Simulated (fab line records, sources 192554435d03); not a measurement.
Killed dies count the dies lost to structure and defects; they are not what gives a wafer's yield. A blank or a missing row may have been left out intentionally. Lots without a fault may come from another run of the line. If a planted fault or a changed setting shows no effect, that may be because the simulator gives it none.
2 desks, one fault -- flow n5_finfet -- every desk sees just its own numbers, and what lay behind them comes last

== AT THE METROLOGY DESK ==
Means of the sampled wafers that have a number, per lot and without regard to the tool the lot ran on: this is what the gauges read. The brackets show how far a lot's mean lies from the usual mean; more than 4 standard deviations puts the lot out of limits, marked OUT. It has 10 readings; the 7 that lie furthest out on some lot are the ones shown.
Columns: A = DIBL_N at N5_BEOL_M4_RC_MEAS_101, usual 36.4 mV/V; B = IOFF_P at N5_BEOL_M4_RC_MEAS_101, usual 0.21 nA/um; C = ION_N at N5_BEOL_M4_RC_MEAS_101, usual 677 uA/um; D = ION_P at N5_BEOL_M4_RC_MEAS_101, usual 464 uA/um; E = SS_P at N5_BEOL_M4_RC_MEAS_101, usual 73.3 mV/dec; F = VT_N at N5_BEOL_M4_RC_MEAS_101, usual 250 mV; G = VT_P at N5_BEOL_M4_RC_MEAS_101, usual -251 mV
lot,first seen here,A,B,C,D,E,F,G
L676,day 9 15:13,36.1,0.20,675,462,72.7,249,-250
L680,day 10 14:57,37.6,0.24,666,457,74.0,252,-250
L681,day 10 19:35,36.6,0.20,672,466,73.1,254,-252
L695,day 14 07:36,33.6,0.13,653,445,72.5,254,-259
Finding of this desk: none of the 4 lots has anything out of limits.

== AT THE TOOL OWNER'S DESK: rie_diel-06 ==
The tool's own readings at N5_MOL_CONTACT_COAG_ETCH_15 (etches SiNx in CH3F/O2, stops on Si:P, target depth 7 nm): means of the sampled wafers that have a number, for each lot that ran on this tool. The brackets show how far a lot's mean lies from the usual mean; more than 4 standard deviations puts the lot out of limits, marked OUT. It has 8 readings; the 7 that lie furthest out on some lot are the ones shown.
Columns: A = O2_flow_sccm at N5_MOL_CONTACT_COAG_ETCH_15, usual 20.00 sccm; B = drypump_motor_current_A at N5_MOL_CONTACT_COAG_ETCH_15, usual 5.6 A; C = mfc_ar_sccm at N5_MOL_CONTACT_COAG_ETCH_15, usual 149.9 sccm; D = oes_product_au at N5_MOL_CONTACT_COAG_ETCH_15, usual 0.58 a.u.; E = rf_fwd_power_W at N5_MOL_CONTACT_COAG_ETCH_15, usual 392.8 W; F = showerhead_plenum_p_Torr at N5_MOL_CONTACT_COAG_ETCH_15, usual 1.99 Torr; G = throttle_valve_pct at N5_MOL_CONTACT_COAG_ETCH_15, usual 16.24 %
lot,first seen here,A,B,C,D,E,F,G
L676,day 5 18:29,20.06,5.8,150.1,0.63,392.0,2.08,16.10
L680,day 6 16:13,20.01,5.7,149.4,0.62,392.2,2.04,16.14
L681,day 6 23:34,20.03,5.4,149.9,0.57,392.4,2.02,16.19
Finding of this desk: none of the 3 lots has anything out of limits.

== PUT TOGETHER ==
Metrology desk: nothing out of limits seen.
The tool owner's desk saw nothing out of limits.

== WHAT THE SIMULATOR PUT IN ==
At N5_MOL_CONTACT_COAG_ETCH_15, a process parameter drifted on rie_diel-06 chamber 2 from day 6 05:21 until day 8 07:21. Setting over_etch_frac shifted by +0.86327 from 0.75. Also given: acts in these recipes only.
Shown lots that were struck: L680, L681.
